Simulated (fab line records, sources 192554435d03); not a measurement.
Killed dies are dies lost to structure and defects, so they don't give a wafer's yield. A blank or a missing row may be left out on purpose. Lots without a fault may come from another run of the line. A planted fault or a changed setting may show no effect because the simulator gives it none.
fab line records | flow n5_finfet
record lots=24 wafers=72 last_day=19
route steps=1938 shown BEOL_M3@988 BEOL_M4@1021
lots that met no fault: from a run of the same line without faults
start_h: hours from the record's first day to the start of the lot's first wafer shown | wait_h: hours since the lot's step before | " the same as in the row above | L1.1+2: a row that stands for several wafers | - no value, or no start given | * or withheld: withheld | < > ~ a bound
route shown NAME@n: a module of which the file shows steps, and the number in the route of the first | usual: mean/standard deviation of fault-free wafers | same: alike in all rows | chamber/n: place in a boat | sites: the reading at each site | _std_site: their standard deviation | _edge_site: outer sites' mean less inner sites' | radius_mm: how far each site lies from the wafer's centre | mask NAME#n: copy n | behind: the tool/chamber that last shaped the wafer | hold: why the lot was held/for how many hours/how that ended | device: the transistor (n, p or np) that didn't switch | end of line: the same wafers' tests at the end of the route | a step without rows: its recipe alone | killed: dies lost to structure and defects at the first sort, not the wafer's yield | map: a wafer's dies, x killed, . not, _ none there
set.NAME: the setting as run; set.NAME@STEP: as run at that earlier step | model.NAME: the simulator's own value behind a step, which no gauge read
steps of the route over a sample of lots; a table a step, a row a wafer
services: from which hour (start_h, from the record's first day; less than 0 if before it) a tool's chamber was out of use, for how many hours, and why
## steps
# step N5_BEOL_M3_CD_MEAS_35
# recipe target_cd_nm=18 target_cd_y_nm=21 polarity=opening
# usual cd_nm=18.0/0.35
# columns lot.wafer tool chamber start_h wait_h cd_nm
L074.3 cd_sem-03 - 158.61 0.0 17.8
L074.5 " - " " 18.3
L074.6 " - " " 18.0
L075.2 cd_sem-01 - 160.76 0.0 18.2
L075.3 " - " " 18.3
L075.5 " - " " 17.7
L076.1 cd_sem-03 - 170.15 0.0 18.2
L076.2 " - " " 18.4
L076.6 " - " " 18.1
L078.1 cd_sem-03 - 190.14 0.0 18.4
L078.3 " - " " 18.0
L078.4 " - " " 18.4
L077.1 cd_sem-02 - 197.35 0.0 17.9
L077.2 " - " " 18.3
L077.6 " - " " 18.2
L079.1 cd_sem-01 - 218.27 0.0 17.6
L079.3 " - " " 17.8
L079.6 " - " " 17.4
L080.3 cd_sem-01 - 218.46 0.0 18.3
L080.5 " - " " 18.0
L080.6 " - " " 17.9
L081.1 cd_sem-02 - 221.26 0.0 18.4
L081.2 " - " " 18.5
L081.5 " - " " 18.2
L082.1 cd_sem-01 - 221.50 0.0 17.5
L082.2 " - " " 17.7
L082.6 " - " " 17.5
L083.1 cd_sem-01 - 229.36 0.0 17.5
L083.2 " - " " 17.9
L083.3 " - " " 17.6
L084.1 cd_sem-01 - 237.80 0.0 17.5
L084.5 " - " " 18.2
L084.6 " - " " 18.1
L087.2 cd_sem-01 - 240.74 0.0 18.0
L087.5 " - " " 18.9
L087.6 " - " " 18.4
L085.1 cd_sem-01 - 263.06 0.0 18.6
L085.3 " - " " 18.0
L085.6 " - " " 18.5
L086.1 cd_sem-02 - 264.29 0.0 18.4
L086.3 " - " " 17.7
L086.5 " - " " 18.1
L089.1 cd_sem-02 - 267.54 0.0 18.3
L089.3 " - " " 17.8
L089.6 " - " " 17.8
L088.3 cd_sem-03 - 268.03 0.0 18.0
L088.5 " - " " 17.8
L088.6 " - " " 17.5
L091.1 cd_sem-03 - 271.54 0.0 18.0
L091.4 " - " " 18.0
L091.6 " - " " 17.5
L092.2 cd_sem-02 - 276.44 0.0 18.7
L092.3 " - " " 18.8
L092.6 " - " " 18.4
L090.1 cd_sem-02 - 277.09 0.0 17.6
L090.3 " - " " 18.2
L090.5 " - " " 18.2
L093.1 cd_sem-02 - 283.55 0.0 17.7
L093.3 " - " " 18.1
L093.5 " - " " 17.7
L095.1 cd_sem-01 - 296.63 0.0 17.8
L095.4 " - " " 17.5
L095.6 " - " " 18.2
L094.1 cd_sem-02 - 305.40 0.0 17.7
L094.2 " - " " 17.8
L094.5 " - " " 17.4
L096.1 cd_sem-03 - 314.96 0.0 18.0
L096.3 " - " " 18.1
L096.4 " - " " 17.8
L097.1 cd_sem-01 - 319.97 0.0 18.2
L097.3 " - " " 17.6
L097.6 " - " " 18.1
# step N5_BEOL_M3_PRE_CLEAN_45
# recipe gas=H2/He time_s=30 temp_c=250
# usual heater_power_w=335/35
# columns lot.wafer tool chamber start_h wait_h heater_power_w
L074.3 pvd_sputter-01 - 159.35 0.0 364
L074.5 " - " " 369
L074.6 " - " " 398
L075.2 pvd_sputter-02 - 161.24 0.0 305
L075.3 " - " " 333
L075.5 " - " " 290
L076.1 pvd_sputter-02 - 170.47 0.0 419
L076.2 " - " " 293
L076.6 " - " " 284
L078.1 pvd_sputter-03 - 190.59 0.0 337
L078.3 " - " " 353
L078.4 " - " " 313
L077.1 pvd_sputter-02 - 198.27 0.0 293
L077.2 " - " " 295
L077.6 " - " " 335
L079.1 pvd_sputter-02 - 218.60 0.0 293
L079.3 " - " " 420
L079.6 " - " " 291
L080.3 pvd_sputter-02 - 218.68 0.0 338
L080.5 " - " " 418
L080.6 " - " " 293
L081.1 pvd_sputter-02 - 221.86 0.0 292
L081.2 " - " " 291
L081.5 " - " " 351
L082.1 pvd_sputter-03 - 221.92 0.0 314
L082.2 " - " " 315
L082.6 " - " " 314
L083.1 pvd_sputter-03 - 231.67 0.0 306
L083.2 " - " " 355
L083.3 " - " " 315
L084.1 pvd_sputter-03 - 238.13 0.0 356
L084.5 " - " " 318
L084.6 " - " " 327
L087.2 pvd_sputter-01 - 241.11 0.0 367
L087.5 " - " " 321
L087.6 " - " " 372
L085.1 pvd_sputter-03 - 263.64 0.0 328
L085.3 " - " " 307
L085.6 " - " " 327
L086.1 pvd_sputter-03 - 264.68 0.0 366
L086.3 " - " " 337
L086.5 " - " " 337
L089.1 pvd_sputter-03 - 268.10 0.0 340
L089.3 " - " " 304
L089.6 " - " " 328
L088.3 pvd_sputter-03 - 268.66 0.0 328
L088.5 " - " " 327
L088.6 " - " " 309
L091.1 pvd_sputter-01 - 272.04 0.0 377
L091.4 " - " " 382
L091.6 " - " " 381
L092.2 pvd_sputter-02 - 276.98 0.0 410
L092.3 " - " " 294
L092.6 " - " " 411
L090.1 pvd_sputter-03 - 277.45 0.0 361
L090.3 " - " " 309
L090.5 " - " " 321
L093.1 pvd_sputter-03 - 284.31 0.0 320
L093.3 " - " " 310
L093.5 " - " " 321
L095.1 pvd_sputter-03 - 297.15 0.0 310
L095.4 " - " " 347
L095.6 " - " " 330
L094.1 pvd_sputter-03 - 305.59 0.0 334
L094.2 " - " " 307
L094.5 " - " " 327
L096.1 pvd_sputter-01 - 315.90 0.0 369
L096.3 " - " " 326
L096.4 " - " " 391
L097.1 pvd_sputter-03 - 320.29 0.0 315
L097.3 " - " " 301
L097.6 " - " " 314
# step N5_BEOL_M3_SURFACE_TREAT_85
# recipe gas=Ar time_s=* ion_energy_ev=* ion_current_ma_cm2=0.5 pressure_mtorr=* ar_flow_sccm=30
# usual pressure_mtorr=* throttle_valve_pct=*
# columns lot.wafer tool chamber start_h wait_h pressure_mtorr throttle_valve_pct
L074.3 pvd_sputter-01 - 159.67 0.2 * *
L074.5 " - " " * *
L074.6 " - " " * *
L075.2 pvd_sputter-01 - 161.55 0.1 * *
L075.3 " - " " * *
L075.5 " - " " * *
L076.1 pvd_sputter-01 - 170.84 0.2 * *
L076.2 " - " " * *
L076.6 " - " " * *
L078.1 pvd_sputter-03 - 191.01 0.2 * *
L078.3 " - " " * *
L078.4 " - " " * *
L077.1 pvd_sputter-02 - 198.63 0.2 * *
L077.2 " - " " * *
L077.6 " - " " * *
L079.1 pvd_sputter-02 - 218.94 0.1 * *
L079.3 " - " " * *
L079.6 " - " " * *
L080.3 pvd_sputter-02 - 219.14 0.2 * *
L080.5 " - " " * *
L080.6 " - " " * *
L081.1 pvd_sputter-02 - 222.18 0.2 * *
L081.2 " - " " * *
L081.5 " - " " * *
L082.1 pvd_sputter-03 - 222.32 0.2 * *
L082.2 " - " " * *
L082.6 " - " " * *
L083.1 pvd_sputter-02 - 231.99 0.1 * *
L083.2 " - " " * *
L083.3 " - " " * *
L084.1 pvd_sputter-01 - 238.44 0.2 * *
L084.5 " - " " * *
L084.6 " - " " * *
L087.2 pvd_sputter-02 - 241.45 0.2 * *
L087.5 " - " " * *
L087.6 " - " " * *
L085.1 pvd_sputter-01 - 264.22 0.3 * *
L085.3 " - " " * *
L085.6 " - " " * *
L086.1 pvd_sputter-03 - 265.08 0.2 * *
L086.3 " - " " * *
L086.5 " - " " * *
L089.1 pvd_sputter-01 - 268.50 0.2 * *
L089.3 " - " " * *
L089.6 " - " " * *
L088.3 pvd_sputter-02 - 269.11 0.3 * *
L088.5 " - " " * *
L088.6 " - " " * *
L091.1 pvd_sputter-02 - 272.40 0.1 * *
L091.4 " - " " * *
L091.6 " - " " * *
L092.2 pvd_sputter-02 - 277.34 0.2 * *
L092.3 " - " " * *
L092.6 " - " " * *
L090.1 pvd_sputter-03 - 277.81 0.2 * *
L090.3 " - " " * *
L090.5 " - " " * *
L093.1 pvd_sputter-01 - 284.76 0.2 * *
L093.3 " - " " * *
L093.5 " - " " * *
L095.1 pvd_sputter-03 - 297.51 0.2 * *
L095.4 " - " " * *
L095.6 " - " " * *
L094.1 pvd_sputter-02 - 305.92 0.2 * *
L094.2 " - " " * *
L094.5 " - " " * *
L096.1 pvd_sputter-03 - 316.43 0.4 * *
L096.3 " - " " * *
L096.4 " - " " * *
L097.1 pvd_sputter-03 - 320.61 0.2 * *
L097.3 " - " " * *
L097.6 " - " " * *
# step N5_BEOL_M3_SPUTTER_79
# recipe material=Cu target_thk_a=45 temp_c=-20 chamber_pressure_pa=0.07 power_w=withheld time_s=8.29
# usual throttle_valve_pct=30.1/0.95
# columns lot.wafer tool chamber start_h wait_h throttle_valve_pct
L074.3 pvd_sputter-03 - 160.70 0.1 30.8
L074.5 " - " " 30.0
L074.6 " - " " 30.1
L075.2 pvd_sputter-01 - 162.03 0.1 31.9
L075.3 " - " " 28.7
L075.5 " - " " 31.8
L076.1 pvd_sputter-02 - 171.33 0.1 30.6
L076.2 " - " " 31.4
L076.6 " - " " 29.6
L078.1 pvd_sputter-01 - 192.47 0.1 29.4
L078.3 " - " " 31.6
L078.4 " - " " 29.0
L077.1 pvd_sputter-03 - 199.19 0.1 29.9
L077.2 " - " " 30.8
L077.6 " - " " 30.6
L079.1 pvd_sputter-02 - 219.44 0.1 29.8
L079.3 " - " " 31.1
L079.6 " - " " 30.7
L080.3 pvd_sputter-01 - 220.05 0.1 28.8
L080.5 " - " " 29.5
L080.6 " - " " 28.9
L081.1 pvd_sputter-01 - 222.65 0.1 29.2
L081.2 " - " " 28.9
L081.5 " - " " 28.5
L082.1 pvd_sputter-03 - 222.80 0.1 28.5
L082.2 " - " " 30.7
L082.6 " - " " 29.9
L083.1 pvd_sputter-03 - 232.43 0.1 31.2
L083.2 " - " " 29.9
L083.3 " - " " 28.2
L084.1 pvd_sputter-02 - 238.91 0.1 30.1
L084.5 " - " " 29.7
L084.6 " - " " 31.4
L087.2 pvd_sputter-02 - 241.91 0.1 31.1
L087.5 " - " " 30.7
L087.6 " - " " 29.7
L085.1 pvd_sputter-02 - 264.71 0.1 29.6
L085.3 " - " " 31.1
L085.6 " - " " 30.5
L086.1 pvd_sputter-02 - 266.55 0.1 29.7
L086.3 " - " " 29.7
L086.5 " - " " 29.2
L089.1 pvd_sputter-01 - 268.96 0.1 29.0
L089.3 " - " " 32.0
L089.6 " - " " 28.8
L088.3 pvd_sputter-02 - 269.79 0.1 31.1
L088.5 " - " " 29.3
L088.6 " - " " 30.3
L091.1 pvd_sputter-01 - 274.80 0.1 32.0
L091.4 " - " " 29.4
L091.6 " - " " 31.8
L092.2 pvd_sputter-01 - 277.78 0.1 29.5
L092.3 " - " " 32.0
L092.6 " - " " 32.0
L090.1 pvd_sputter-02 - 278.30 0.1 30.9
L090.3 " - " " 29.8
L090.5 " - " " 31.0
L093.1 pvd_sputter-01 - 285.30 0.1 29.8
L093.3 " - " " 28.7
L093.5 " - " " 28.8
L095.1 pvd_sputter-01 - 297.95 0.1 31.8
L095.4 " - " " 28.9
L095.6 " - " " 29.4
L094.1 pvd_sputter-03 - 306.41 0.1 29.7
L094.2 " - " " 30.9
L094.5 " - " " 28.2
L096.1 pvd_sputter-03 - 317.09 0.1 30.2
L096.3 " - " " 30.0
L096.4 " - " " 28.7
L097.1 pvd_sputter-02 - 321.11 0.1 30.5
L097.3 " - " " 29.6
L097.6 " - " " 31.4
# step N5_BEOL_M3_ANNEAL_89
# recipe temp_c=400 time_s=240 ambient=vacuum
# usual heater_power_w=854/98
# columns lot.wafer tool chamber start_h wait_h heater_power_w
L074.3 pvd_sputter-03 - 161.44 0.0 778
L074.5 " - " " 809
L074.6 " - " " 761
L075.2 pvd_sputter-01 - 162.77 0.0 810
L075.3 " - " " 1001
L075.5 " - " " 770
L076.1 pvd_sputter-02 - 172.07 0.0 836
L076.2 " - " " 725
L076.6 " - " " 734
L078.1 pvd_sputter-01 - 193.27 0.0 937
L078.3 " - " " 785
L078.4 " - " " 984
L077.1 pvd_sputter-03 - 199.93 0.0 834
L077.2 " - " " 782
L077.6 " - " " 786
L079.1 pvd_sputter-02 - 220.18 0.0 728
L079.3 " - " " 710
L079.6 " - " " 837
L080.3 pvd_sputter-01 - 220.79 0.0 965
L080.5 " - " " 940
L080.6 " - " " 977
L081.1 pvd_sputter-01 - 223.39 0.0 926
L081.2 " - " " 958
L081.5 " - " " 966
L082.1 pvd_sputter-03 - 223.54 0.0 865
L082.2 " - " " 786
L082.6 " - " " 753
L083.1 pvd_sputter-03 - 233.17 0.0 781
L083.2 " - " " 823
L083.3 " - " " 875
L084.1 pvd_sputter-02 - 239.65 0.0 735
L084.5 " - " " 1055
L084.6 " - " " 729
L087.2 pvd_sputter-02 - 242.65 0.0 720
L087.5 " - " " 847
L087.6 " - " " 717
L085.1 pvd_sputter-02 - 265.45 0.0 1036
L085.3 " - " " 696
L085.6 " - " " 881
L086.1 pvd_sputter-02 - 267.29 0.0 743
L086.3 " - " " 1064
L086.5 " - " " 1019
L089.1 pvd_sputter-01 - 269.70 0.0 984
L089.3 " - " " 802
L089.6 " - " " 970
L088.3 pvd_sputter-02 - 270.53 0.0 731
L088.5 " - " " 747
L088.6 " - " " 848
L091.1 pvd_sputter-01 - 275.54 0.0 802
L091.4 " - " " 936
L091.6 " - " " 782
L092.2 pvd_sputter-01 - 278.52 0.0 927
L092.3 " - " " 811
L092.6 " - " " 798
L090.1 pvd_sputter-02 - 279.04 0.0 708
L090.3 " - " " 1016
L090.5 " - " " 735
L093.1 pvd_sputter-01 - 286.04 0.0 874
L093.3 " - " " 964
L093.5 " - " " 967
L095.1 pvd_sputter-01 - 298.69 0.0 808
L095.4 " - " " 989
L095.6 " - " " 909
L094.1 pvd_sputter-03 - 311.79 0.0 803
L094.2 " - " " 774
L094.5 " - " " 903
L096.1 pvd_sputter-03 - 317.83 0.0 773
L096.3 " - " " 810
L096.4 " - " " 875
L097.1 pvd_sputter-02 - 321.85 0.0 830
L097.3 " - " " 742
L097.6 " - " " 717
# step N5_BEOL_M4_ILD_DEP_00
# recipe material=SiOC target_thk_a=790 temp_c=350 precursor=DEMS/O2 pressure_torr=5 rf_w=500 time_s=15.3
# usual heater_power_w=476/52 showerhead_plenum_p_Torr=5.696/0.015 throttle_valve_pct=12.4/0.59
# columns lot.wafer tool chamber start_h wait_h heater_power_w showerhead_plenum_p_Torr throttle_valve_pct
L074.3 pecvd-01 1 163.37 0.0 583 5.717 12.1
L074.5 " 1 " " 584 5.704 12.0
L074.6 " 0 " " 418 5.687 12.6
L075.2 pecvd-01 2 164.68 0.0 472 5.670 14.0
L075.3 " 1 " " 577 5.707 12.2
L075.5 " 2 " " 469 5.678 13.6
L076.1 pecvd-03 0 174.26 0.0 463 5.679 12.3
L076.2 " 2 " " 383 5.695 12.1
L076.6 " 1 " " 520 5.696 13.3
L078.1 pecvd-04 1 195.25 0.0 484 5.716 12.8
L078.3 " 2 " " 479 5.689 11.6
L078.4 " 0 " " 443 5.715 12.8
L077.1 pecvd-04 2 201.84 0.0 506 5.663 11.6
L077.2 " 0 " " 422 5.702 12.4
L077.6 " 0 " " 413 5.709 12.9
L079.1 pecvd-04 1 222.09 0.0 473 5.699 12.3
L079.3 " 2 " " 481 5.679 11.5
L079.6 " 0 " " 439 5.700 12.7
L080.3 pecvd-04 2 222.71 0.0 505 5.664 11.1
L080.5 " 0 " " 408 5.698 12.8
L080.6 " 1 " " 433 5.704 12.3
L081.1 pecvd-01 0 225.31 0.0 468 5.693 12.7
L081.2 " 1 " " 583 5.688 12.0
L081.5 " 1 " " 598 5.719 12.4
L082.1 pecvd-01 1 225.45 0.0 548 5.712 12.0
L082.2 " 0 " " 489 5.693 12.8
L082.6 " 1 " " 563 5.703 12.0
L083.1 pecvd-03 0 235.38 0.0 481 5.699 12.3
L083.2 " 1 " " 492 5.698 13.1
L083.3 " 0 " " 490 5.695 12.0
L084.1 pecvd-01 1 241.57 0.0 564 5.699 12.2
L084.5 " 1 " " 561 5.713 12.2
L084.6 " 0 " " 408 5.695 12.9
L087.2 pecvd-04 0 244.57 0.0 413 5.703 13.0
L087.5 " 2 " " 498 5.689 11.2
L087.6 " 1 " " 403 5.723 12.2
L085.1 pecvd-04 0 267.38 0.0 432 5.721 13.0
L085.3 " 1 " " 470 5.712 12.2
L085.6 " 1 " " 468 5.718 12.4
L086.1 pecvd-03 0 269.27 0.0 494 5.696 12.2
L086.3 " 1 " " 438 5.704 12.9
L086.5 " 2 " " 435 5.701 11.7
L089.1 pecvd-01 0 271.62 0.0 464 5.688 12.9
L089.3 " 2 " " 502 5.683 12.2
L089.6 " 0 " " 475 5.692 12.6
L088.3 pecvd-04 2 272.67 0.0 513 5.695 11.7
L088.5 " 1 " " 496 5.702 12.3
L088.6 " 2 " " 523 5.676 11.4
L091.1 pecvd-01 1 277.45 0.0 502 5.706 12.0
L091.4 " 2 " " 475 5.675 11.7
L091.6 " 0 " " 455 5.695 12.7
L092.2 pecvd-03 1 280.45 0.0 520 5.682 13.1
L092.3 " 0 " " 446 5.693 12.2
L092.6 " 0 " " 449 5.692 12.0
L090.1 pecvd-03 2 280.96 0.0 400 5.678 12.0
L090.3 " 1 " " 479 5.698 13.4
L090.5 " 0 " " 489 5.706 12.3
L093.1 pecvd-04 1 288.02 0.0 476 5.712 12.3
L093.3 " 0 " " 414 5.700 12.8
L093.5 " 2 " " 475 5.667 11.5
L095.1 pecvd-03 2 301.87 0.0 430 5.705 12.2
L095.4 " 2 " " 427 5.699 12.0
L095.6 " 1 " " 459 5.703 13.4
L094.1 pecvd-01 2 313.70 0.0 429 5.680 12.2
L094.2 " 1 " " 567 5.698 12.3
L094.5 " 0 " " 487 5.702 12.8
L096.1 pecvd-03 1 319.74 0.0 446 5.689 13.0
L096.3 " 0 " " 483 5.678 12.3
L096.4 " 0 " " 493 5.695 12.1
L097.1 pecvd-04 0 323.76 0.0 428 5.708 12.7
L097.3 " 0 " " 448 5.718 12.8
L097.6 " 0 " " 435 5.720 12.9
## services
# columns tool chamber start_h hours kind
pvd_sputter-01 - 143.59 5.2 repair
pecvd-03 - 162.43 2.2 repair
pecvd-04 1 196.95 5.5 scheduled_down
pecvd-04 - 203.08 1.3 repair
pecvd-01 2 215.87 20.5 repair
pecvd-03 1 223.73 6.0 repair
pecvd-03 2 234.72 9.0 repair
pecvd-01 2 236.42 - clean
pecvd-01 2 236.42 - consumable_replace:showerhead
pecvd-01 2 236.42 29.0 scheduled_down
pecvd-01 2 236.42 29.0 vent_cycle
pecvd-04 0 256.02 5.2 repair
pecvd-04 2 301.00 2.5 repair
pecvd-04 1 322.83 2.1 scheduled_down
## key
fault none
